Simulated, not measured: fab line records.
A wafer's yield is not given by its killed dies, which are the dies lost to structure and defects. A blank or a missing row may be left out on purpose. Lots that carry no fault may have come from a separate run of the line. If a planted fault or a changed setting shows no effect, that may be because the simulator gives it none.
fab line records -- flow n5Finfet
record lots=6, wafers=18, lastDay=17
route steps=1938 shown BEOL_M15@1778 PASSIVATION@1936
lots that met no fault: taken from a fault-free run of the same line
startH: hours from the record's opening day to when the first of the lot's shown wafers began -- waitH: hours from the lot's prior step to this one -- " the same as in the row above -- L1.1+2: one row covering several wafers at once -- - value missing, or start not given -- * or withheld: withheld -- < > ~ a bound
route shown NAME@n: NAME is a module with steps in the file, n the number in the route of the first one -- usual: mean/standard deviation of fault-free wafers -- same: alike in all rows -- chamber/n: place in a boat -- sites: the reading at each site -- _std_site: the values' standard deviation -- _edge_site: inner sites' mean taken away from outer sites' mean -- radiusMm: how far each site lies from the wafer's centre -- mask NAME#n: copy n -- behind: tool/chamber where the wafer was last shaped -- hold: what put the lot on hold/how long, in hours/how the hold closed -- device: the n, p or np transistor that did not switch -- end of line: tests run on the same wafers once the route is complete -- a step with no rows: only its recipe -- killed: dies that structure and defects cost at the first sort, which is not the same as the wafer's yield -- map: the dies of a wafer, with x for killed, . for not killed, _ for no die there
set.NAME: the setting that was run; set.NAME@STEP: the one run at that earlier step -- model.NAME: the simulator's own value behind a step, which no gauge read
certain route steps with their lots: each step a table, each wafer a row
services: the hour from which a tool's chamber was out of use, counted from the record's first day as startH (under 0 if before that day), plus the number of hours and why
## steps
# step N5_BEOL_M15_SOFTBAKE_05
# recipe tempC=130, timeS=60
# step N5_BEOL_M15_EXPOSE_07
# recipe maskId=V14, na=0.8, sourceShape=annular, sigmaInner=0.5, sigmaOuter=0.8, polarization=unpolarized, attpsmPhaseDeg=180, doseMj=41.25
# step N5_BEOL_M15_PEB_08
# recipe pebTempC=130, pebTimeS=90
# step N5_BEOL_M15_DEVELOP_09
# recipe developTimeS=45, rinseLiquid=diw, dry=airSpin, devTempC=21
# step N5_BEOL_M15_HARDBAKE_14
# recipe tempC=130, timeS=120
# step N5_BEOL_M15_CD_MEAS_10
# recipe targetCdNm=360, landingEnergyEv=500, detector=seInlens, polarity=opening
# usual cdNm=360.8/1.3
lot.wafer,tool,chamber,startH,waitH,cdNm
L741.2,cdSem-03,0,303.12,-,360.7
L741.3,cdSem-03,0,303.12,-,361.1
L741.6,cdSem-03,0,303.12,-,360.2
L746.1,cdSem-01,0,338.98,-,359.9
L746.3,cdSem-01,0,338.98,-,358.7
L746.4,cdSem-01,0,338.98,-,359.8
L745.4,cdSem-02,0,340.15,-,359.8
L745.5,cdSem-02,0,340.15,-,360.7
L745.6,cdSem-02,0,340.15,-,360.1
L751.2,cdSem-01,0,359.40,-,361.7
L751.3,cdSem-01,0,359.40,-,361.2
L751.4,cdSem-01,0,359.40,-,361.8
L752.2,cdSem-03,0,378.15,-,360.8
L752.5,cdSem-03,0,378.15,-,360.5
L752.6,cdSem-03,0,378.15,-,361.2
L753.1,cdSem-02,0,378.30,-,359.0
L753.3,cdSem-02,0,378.30,-,357.8
L753.6,cdSem-02,0,378.30,-,357.4
# step N5_BEOL_M15_OVL_MEAS_11
# recipe pointsPerWafer=44
# usual V14_OVL=-1/5.5
lot.wafer,tool,chamber,startH,waitH,V14_OVL[nm]
L741.2,overlay-02,0,303.15,0.0,-13
L741.3,overlay-02,0,303.15,0.0,-8
L741.6,overlay-02,0,303.15,0.0,-16
L746.1,overlay-01,0,339.01,0.0,1
L746.3,overlay-01,0,339.01,0.0,-7
L746.4,overlay-01,0,339.01,0.0,-7
L745.4,overlay-01,0,340.18,0.0,-10
L745.5,overlay-01,0,340.18,0.0,-6
L745.6,overlay-01,0,340.18,0.0,-5
L751.2,overlay-01,0,359.43,0.0,-1
L751.3,overlay-01,0,359.43,0.0,-3
L751.4,overlay-01,0,359.43,0.0,4
L752.2,overlay-01,0,378.18,0.0,1
L752.5,overlay-01,0,378.18,0.0,1
L752.6,overlay-01,0,378.18,0.0,-1
L753.1,overlay-01,0,378.33,0.0,7
L753.3,overlay-01,0,378.33,0.0,4
L753.6,overlay-01,0,378.33,0.0,3
# step N5_BEOL_M15_INSPECT_12
# recipe mode=adi, inspectInstrument=macro
# usual rawDefectCount=2.1/1.5
lot.wafer,tool,chamber,startH,waitH,rawDefectCount
L741.2,defectInspect-02,-,303.18,0.0,0
L741.3,defectInspect-02,-,303.18,0.0,0
L741.6,defectInspect-02,-,303.18,0.0,2
L746.1,defectInspect-01,-,339.04,0.0,3
L746.3,defectInspect-01,-,339.04,0.0,0
L746.4,defectInspect-01,-,339.04,0.0,0
L745.4,defectInspect-02,-,340.20,0.0,2
L745.5,defectInspect-02,-,340.20,0.0,0
L745.6,defectInspect-02,-,340.20,0.0,3
L751.2,defectInspect-01,-,359.46,0.0,2
L751.3,defectInspect-01,-,359.46,0.0,5
L751.4,defectInspect-01,-,359.46,0.0,1
L752.2,defectInspect-02,-,378.20,0.0,1
L752.5,defectInspect-02,-,378.20,0.0,2
L752.6,defectInspect-02,-,378.20,0.0,1
L753.1,defectInspect-02,-,378.36,0.0,1
L753.3,defectInspect-02,-,378.36,0.0,0
L753.6,defectInspect-02,-,378.36,0.0,2
# step N5_BEOL_M15_DESCUM_15
# recipe chemistry=O2, timeS=7.9, sourcePowerW=50, biasPowerW=20, pressureMtorr=20, rfFrequencyHz=2.712e+07, tempC=40, o2FlowSccm=225
# usual drypumpMotorCurrentA=5.7/0.48, o2FlowSccm=224.9/0.71, oesProductAu=0.82/0.067, rfVppV=243.3/1.4, showerheadPlenumPTorr=2.11/0.064, throttleValvePct=20.33/0.19
lot.wafer,tool,chamber,startH,waitH,drypumpMotorCurrentA,o2FlowSccm,oesProductAu,rfHoursCounterH,rfVppV,showerheadPlenumPTorr,throttleValvePct
L741.2,rieDiel-03,0,303.21,0.0,5.6,226.2,0.89,52,241.5,2.05,19.96
L741.3,rieDiel-03,3,303.21,0.0,5.7,225.0,0.85,64,243.4,2.13,20.37
L741.6,rieDiel-03,3,303.21,0.0,5.7,224.4,0.84,-,243.5,2.13,20.38
L746.1,rieDiel-03,0,339.07,0.0,5.6,224.8,0.87,62,242.2,2.04,19.99
L746.3,rieDiel-03,2,339.07,0.0,6.4,224.6,0.81,85,244.9,2.20,20.27
L746.4,rieDiel-03,1,339.07,0.0,6.6,224.1,0.69,249,244.6,2.14,20.53
L745.4,rieDiel-01,0,340.71,0.5,5.8,224.7,0.79,91,244.3,2.21,20.64
L745.5,rieDiel-01,1,340.71,0.5,5.7,224.2,0.74,-,242.7,2.08,20.44
L745.6,rieDiel-01,0,340.71,0.5,5.8,224.5,0.79,-,244.2,2.21,20.62
L751.2,rieDiel-03,3,359.49,0.0,5.8,224.3,0.83,82,244.3,2.12,20.40
L751.3,rieDiel-03,0,359.49,0.0,5.7,225.2,0.85,-,244.0,2.04,19.99
L751.4,rieDiel-03,3,359.49,0.0,5.7,224.7,0.83,-,244.1,2.12,20.39
L752.2,rieDiel-01,3,378.23,0.0,5.5,224.8,0.81,97,244.2,2.11,20.45
L752.5,rieDiel-01,1,378.23,0.0,5.7,225.0,0.73,-,242.3,2.08,20.46
L752.6,rieDiel-01,2,378.23,0.0,4.9,225.2,0.77,-,241.8,2.01,20.24
L753.1,rieDiel-03,2,378.41,0.1,6.4,225.2,0.80,96,244.0,2.19,20.29
L753.3,rieDiel-03,3,378.41,0.1,5.7,224.6,0.82,88,243.1,2.12,20.41
L753.6,rieDiel-03,0,378.41,0.1,5.6,224.5,0.85,-,242.7,2.04,20.00
# step N5_BEOL_M15_ETCH_59
# recipe chemistry=N2/H2, target=BARC, targetDepthA=890, overetchA=267, timeS=67.9, ionEnergyEv=200, pressureMtorr=30, sourceW=840, biasW=150, n2FlowSccm=200, h2FlowSccm=200
# usual drypumpMotorCurrentA=5.7/0.48, h2FlowSccm=200.1/0.67, oesProductAu=0.70/0.054, rfVppV=524.3/2.2, showerheadPlenumPTorr=2.56/0.081, throttleValvePct=17.76/0.17
lot.wafer,tool,chamber,startH,waitH,drypumpMotorCurrentA,h2FlowSccm,oesProductAu,rfHoursCounterH,rfVppV,showerheadPlenumPTorr,throttleValvePct
L741.2,rieDiel-03,0,303.25,0.0,5.7,200.7,0.74,52,521.8,2.48,17.36
L741.3,rieDiel-03,3,303.25,0.0,5.7,200.8,0.72,64,524.0,2.58,17.78
L741.6,rieDiel-03,3,303.25,0.0,5.7,200.1,0.71,-,524.0,2.58,17.79
L746.1,rieDiel-03,0,339.11,0.0,5.7,199.8,0.73,62,521.3,2.48,17.37
L746.3,rieDiel-03,2,339.11,0.0,6.4,199.3,0.70,85,527.4,2.69,17.80
L746.4,rieDiel-03,1,339.11,0.0,6.6,199.9,0.60,249,525.2,2.60,17.99
L745.4,rieDiel-01,0,340.75,0.0,5.8,199.7,0.68,91,527.4,2.67,17.92
L745.5,rieDiel-01,1,340.75,0.0,5.7,198.7,0.63,-,522.5,2.53,17.88
L745.6,rieDiel-01,0,340.75,0.0,5.8,200.4,0.68,-,527.8,2.67,17.91
L751.2,rieDiel-03,3,359.54,0.0,5.7,199.8,0.71,82,524.5,2.57,17.81
L751.3,rieDiel-03,0,359.54,0.0,5.7,200.2,0.73,-,522.1,2.47,17.40
L751.4,rieDiel-03,3,359.54,0.0,5.7,201.1,0.70,-,524.5,2.57,17.83
L752.2,rieDiel-01,3,378.27,0.0,5.5,199.9,0.69,97,524.9,2.56,17.82
L752.5,rieDiel-01,1,378.27,0.0,5.7,200.0,0.62,-,522.8,2.53,17.93
L752.6,rieDiel-01,2,378.27,0.0,4.9,200.5,0.66,-,519.7,2.44,17.59
L753.1,rieDiel-03,2,378.45,0.0,6.4,200.8,0.68,96,527.5,2.69,17.82
L753.3,rieDiel-03,3,378.45,0.0,5.7,200.1,0.70,88,525.5,2.57,17.82
L753.6,rieDiel-03,0,378.45,0.0,5.7,200.7,0.73,-,523.3,2.47,17.44
# step N5_BEOL_M15_VIA_ETCH_16
# recipe chemistry=C4F8/O2/Ar, target=SiO2, heInnerTorr=15, heOuterTorr=30, targetDepthA=17922, timeS=withheld, ionEnergyEv=800, pressureMtorr=20, sourceW=1905, biasW=2040, Ar_flow_sccm=400, C4F8_flow_sccm=16, O2_flow_sccm=12, ends=cleared
# usual O2_flow_sccm=12.00/0.033, drypumpMotorCurrentA=5.7/0.48, oes_ar_750_au=0.82/0.061, oes_o_777_au=0.82/0.06, oesProductAu=0.74/0.059, rfVppV=2228/14, showerheadPlenumPTorr=3.46/0.098, throttleValvePct=30.77/0.24
lot.wafer,tool,chamber,startH,waitH,O2_flow_sccm,drypumpMotorCurrentA,oes_ar_750_au,oes_o_777_au,oesProductAu,rfVppV,showerheadPlenumPTorr,throttleValvePct
L741.2,rieDiel-03,0,303.30,0.0,11.97,5.7,0.87,0.88,0.78,2241,3.36,30.36
L741.3,rieDiel-03,3,303.30,0.0,12.00,5.8,0.86,0.86,0.77,2232,3.48,30.81
L741.6,rieDiel-03,3,303.30,0.0,11.98,5.8,0.86,0.85,0.77,2234,3.48,30.80
L746.1,rieDiel-03,0,339.16,0.0,11.97,5.7,0.85,0.86,0.78,2241,3.36,30.37
L746.3,rieDiel-03,2,339.16,0.0,12.08,6.4,0.81,0.81,0.74,2210,3.61,30.70
L746.4,rieDiel-03,1,339.16,0.0,12.06,6.6,0.70,0.69,0.62,2223,3.51,30.85
L745.4,rieDiel-01,0,340.80,0.0,12.00,5.8,0.80,0.80,0.72,2231,3.61,31.12
L745.5,rieDiel-01,1,340.80,0.0,11.99,5.7,0.74,0.74,0.67,2234,3.42,30.84
L745.6,rieDiel-01,0,340.80,0.0,12.02,5.8,0.79,0.80,0.72,2233,3.61,31.12
L751.2,rieDiel-03,3,359.62,0.1,12.01,5.8,0.83,0.84,0.75,2230,3.47,30.82
L751.3,rieDiel-03,0,359.62,0.1,12.02,5.6,0.85,0.85,0.76,2240,3.35,30.38
L751.4,rieDiel-03,3,359.62,0.1,11.98,5.7,0.84,0.84,0.75,2231,3.47,30.81
L752.2,rieDiel-01,3,378.32,0.0,12.04,5.5,0.80,0.79,0.73,2257,3.47,30.96
L752.5,rieDiel-01,1,378.32,0.0,12.02,5.6,0.73,0.73,0.66,2232,3.42,30.86
L752.6,rieDiel-01,2,378.32,0.0,11.99,4.9,0.77,0.78,0.70,2218,3.30,30.56
L753.1,rieDiel-03,2,378.50,0.0,12.00,6.4,0.80,0.79,0.72,2208,3.60,30.72
L753.3,rieDiel-03,3,378.50,0.0,11.93,5.8,0.83,0.83,0.75,2231,3.47,30.83
L753.6,rieDiel-03,0,378.50,0.0,12.05,5.7,0.84,0.85,0.76,2241,3.35,30.40
# step N5_BEOL_M15_STRIP_63
# recipe chemistry=O2, powerW=600, tempC=60, pressureMtorr=30, rfFrequencyHz=6e+07, biasPowerW=0, overashFraction=0.3, o2FlowSccm=225
# usual chamberPressureMTorr=30.00/0.036, drypumpMotorCurrentA=5.7/0.47, o2FlowSccm=225.1/0.64, oesProductAu=0.82/0.067, rfVppV=3.6/0.76, showerheadPlenumPTorr=2.11/0.064, throttleValvePct=16.57/0.17
# same biasPowerW=0
lot.wafer,tool,chamber,startH,waitH,chamberPressureMTorr,drypumpMotorCurrentA,o2FlowSccm,oesProductAu,rfHoursCounterH,rfVppV,showerheadPlenumPTorr,throttleValvePct
L741.2,rieDiel-03,0,-,-,29.97,5.7,224.2,0.88,52,4.5,2.05,16.21
L741.3,rieDiel-03,3,-,-,30.02,5.7,224.9,0.85,64,2.5,2.13,16.61
L741.6,rieDiel-03,3,-,-,29.93,5.7,224.6,0.84,-,3.0,2.13,16.62
L746.1,rieDiel-03,0,-,-,30.03,5.7,225.5,0.86,62,2.0,2.05,16.23
L746.3,rieDiel-03,2,-,-,30.02,6.4,226.4,0.82,85,3.2,2.20,16.52
L746.4,rieDiel-03,1,-,-,30.01,6.6,225.0,0.69,249,3.4,2.14,16.82
L745.4,rieDiel-01,0,-,-,30.00,5.8,225.2,0.80,92,3.0,2.21,16.82
L745.5,rieDiel-01,1,-,-,29.99,5.7,224.5,0.74,-,3.0,2.09,16.69
L745.6,rieDiel-01,0,-,-,29.97,5.8,225.2,0.79,-,2.9,2.21,16.83
L751.2,rieDiel-03,3,-,-,30.03,5.7,225.4,0.82,82,3.9,2.12,16.65
L751.3,rieDiel-03,0,-,-,29.96,5.7,225.3,0.85,-,2.7,2.04,16.25
L751.4,rieDiel-03,3,-,-,30.07,5.7,224.7,0.83,-,4.0,2.12,16.64
L752.2,rieDiel-01,3,-,-,30.00,5.5,226.0,0.82,97,3.4,2.12,16.67
L752.5,rieDiel-01,1,-,-,30.05,5.7,225.6,0.73,-,3.4,2.08,16.69
L752.6,rieDiel-01,2,-,-,29.98,4.9,225.2,0.77,-,2.3,2.01,16.51
L753.1,rieDiel-03,2,-,-,29.98,6.4,224.7,0.79,97,4.1,2.20,16.56
L753.3,rieDiel-03,3,-,-,30.03,5.7,224.9,0.82,88,4.3,2.12,16.64
L753.6,rieDiel-03,0,-,-,30.02,5.6,224.3,0.85,-,3.8,2.04,16.26
# step N5_BEOL_M15_STRIP_64
# recipe chemistry=O2, powerW=600, tempC=60, pressureMtorr=30, rfFrequencyHz=6e+07, biasPowerW=0, overashFraction=0.3, o2FlowSccm=225
# usual biasPowerW=0/0, chamberPressureMTorr=30.006/0.028, drypumpMotorCurrentA=5.7/0.47, o2FlowSccm=225.1/0.64, oesProductAu=0.82/0.066, rfVppV=3.6/0.54, showerheadPlenumPTorr=2.11/0.064, throttleValvePct=16.57/0.17
lot.wafer,tool,chamber,startH,waitH,biasPowerW,chamberPressureMTorr,drypumpMotorCurrentA,o2FlowSccm,oesProductAu,rfHoursCounterH,rfVppV,showerheadPlenumPTorr,throttleValvePct,model.BARC_of_BEOL_M15_COAT_58.thkNm
L741.2,rieDiel-03,0,303,-,0,29.947,5.6,223.4,0.87,52,4.2,2.05,16.22,0
L741.3,rieDiel-03,3,303,-,0,29.989,5.7,225.4,0.83,64,4.1,2.13,16.60,0
L741.6,rieDiel-03,3,303,-,0,29.977,5.7,226.0,0.84,-,4.1,2.13,16.61,0
L746.1,rieDiel-03,0,339,-,-,-,-,-,-,-,-,-,-,88.6
L746.3,rieDiel-03,2,339,-,-,-,-,-,-,-,-,-,-,89
L746.4,rieDiel-03,1,339,-,-,-,-,-,-,-,-,-,-,88.8
L745.4,rieDiel-01,0,341,-,-,-,-,-,-,-,-,-,-,89.2
L745.5,rieDiel-01,1,341,-,-,-,-,-,-,-,-,-,-,89.2
L745.6,rieDiel-01,0,341,-,-,-,-,-,-,-,-,-,-,89
L751.2,rieDiel-03,3,360,-,0,29.996,5.7,225.3,0.83,82,2.7,2.12,16.63,0
L751.3,rieDiel-03,0,360,-,0,29.989,5.7,224.5,0.86,-,4.5,2.04,16.23,0
L751.4,rieDiel-03,3,360,-,0,29.978,5.7,224.8,0.83,-,3.9,2.12,16.63,0
L752.2,rieDiel-01,3,378,-,0,30.034,5.5,224.2,0.81,97,4.1,2.12,16.65,0
L752.5,rieDiel-01,1,378,-,0,30.018,5.7,225.1,0.73,-,3.6,2.08,16.72,0
L752.6,rieDiel-01,2,378,-,0,29.984,4.9,225.3,0.77,-,4.1,2.02,16.49,0
L753.1,rieDiel-03,2,378,-,0,30.040,6.4,224.2,0.81,97,4.2,2.20,16.55,0
L753.3,rieDiel-03,3,378,-,0,30.006,5.7,225.1,0.82,88,4.5,2.12,16.64,0
L753.6,rieDiel-03,0,378,-,0,29.985,5.7,224.7,0.85,-,3.6,2.04,16.26,0
# step N5_BEOL_M15_STRIP_65
# recipe chemistry=postEtchResidueRemover, timeS=60, tempC=25, removerPh=withheld, removerWaterWtPct=withheld, removerFluorideWtPct=withheld
# step N5_PASSIVATION_PROBE_49
# usual defectLimitedYield=91.3/1.4, killed_at_M0_to_M3=34/10, killed_at_M4_up=13/4.8, killedAtContacts=12/6.1, killedAtFrontEnd=40/11, killedAtOther=3.7/2.8, killedDies=103/16, killedOnRim=13/3.6, killedOpen=67/12, killedShort=34/7.4, sort_bin_5_function=5.1/0.95, sort_bin_6_memory=3.2/0.62, sortNPass=1077/16, sortYieldPct=91.3/1.4
# same grossDies=1180, killedAtBackSide=0, sort_bin_4_leakage[%]=0, sort_bin_8_speed[%]=0
lot.wafer,tool,chamber,startH,waitH,defectLimitedYield[%],killed_at_M0_to_M3,killed_at_M4_up,killedAtContacts,killedAtFrontEnd,killedAtOther,killedDies,killedOnRim,killedOpen,killedShort,sort_bin_5_function[%],sort_bin_6_memory[%],sortNPass,sortYieldPct[%]
L745.5,prober-01,-,362.28,0.2,91.8,16,8,21,44,8,97,9,72,23,4.8,3.4,1083,91.8
# killed by level:class
L745.5 STI_FIN_REVEAL:geometricParticle:open=19 MOL_CONTACT_COAG:geometricParticle:open=18 FIN_SAQP:geometricParticle:open=8 FIN_SAQP:geometricParticle:short=5 BEOL_M0_SAQP:geometricParticle:open=5 ILD0:geometricParticle:open=3 MOL_CONTACT_COAG:geometricParticle:short=3 BEOL_M0_SAQP:geometricParticle:short=3
## services
tool,chamber,startH,hours,kind
rieDiel-01,0,301.30,18.0,repair
rieDiel-01,2,304.72,3.9,repair
rieDiel-03,1,340.21,-,clean
rieDiel-03,1,340.21,-,consumableReplace:focusRing
rieDiel-03,1,340.21,20.5,scheduledDown
rieDiel-03,1,340.21,20.5,ventCycle
rieDiel-03,-,349.76,2.8,pm
rieDiel-03,2,355.42,7.3,repair
## key
firstSign step=N5_BEOL_M15_STRIP_64, reading=toolRecord, direction=missing
effect none on later readings
modelEffect step=N5_BEOL_M15_STRIP_64, value=BARC_of_BEOL_M15_COAT_58.thkNm, without=0, struck=88.97
metAt N5_BEOL_M15_STRIP_64
struckWafers L745.4,L745.5,L745.6,L746.1,L746.3,L746.4
rowsEnd L745.6
onsetBetween 303 339
earlierFault kind=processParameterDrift, tool=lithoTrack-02, chamber=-, onsetH=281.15, steps=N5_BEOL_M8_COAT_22, channel=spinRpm, offset=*, shape=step, actsIn=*, stated=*
fault kind=skippedStepWhole, tool=rieDiel-01,rieDiel-03, chamber=-, onsetH=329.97, steps=N5_BEOL_M15_STRIP_64, scope=struckLotsOnly
# rowsEnd: these wafers met a further fault down the route, and their rows from its step on are left out
